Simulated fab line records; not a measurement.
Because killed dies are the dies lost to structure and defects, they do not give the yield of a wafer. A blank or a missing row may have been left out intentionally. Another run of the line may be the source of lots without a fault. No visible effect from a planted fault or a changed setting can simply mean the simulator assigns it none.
Matching of chambers ; flow n5_finfet ; 3 sister chambers for N5_BEOL_M0_DEP_125 on pecvd-04
The step deposits SiCN from 3MS/NH3, target thk 8 nm, time 14 s. 6 wafers are shown with their chamber, then 8 later ones without.

EACH WAFER AND ITS CHAMBER
wafer;chamber;showerhead_plenum_p_Torr (Torr);throttle_valve_pct (%)
L081.3;1;3.680;9.6
L085.6;2;3.675;9.0
L087.1;1;3.678;9.3
L087.2;0;3.654;9.1
L087.6;0;3.654;9.1
L093.1;2;3.672;9.3

WAFERS MISSING THEIR CHAMBER
wafer;showerhead_plenum_p_Torr (Torr);throttle_valve_pct (%)
L093.2;3.642;9.0
L093.4;3.691;9.5
L096.3;3.678;9.4
L096.5;3.648;9.1
L096.6;3.685;9.3
L097.1;3.672;9.0
L097.5;3.678;9.6
L097.6;3.675;9.1

WHICH CHAMBER EACH ONE RAN IN
wafer;from the rows above;in truth
L093.2;0;0
L093.4;1;1
L096.3;1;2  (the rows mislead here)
L096.5;0;0
L096.6;1;1
L097.1;2;2
L097.5;1;1
L097.6;2;2
Placed correctly: 7 of 8. Left unplaced by these rows: 0. Number placed wrongly: 1.
How it was worked out, from the rows above alone: a wafer's distance from a chamber is the root of the sum, over the readings, of the square of ((its reading less the chamber's mean) divided by the reading's scatter). The wafer belongs to the nearest chamber; if the next one is less than 2 further off, it can't be placed. The mean given for a chamber averages the wafers shown for that chamber. The scatter: the root of (the sum of the squares of (reading less its chamber's mean) over the shown wafers, divided by (wafers less chambers)).
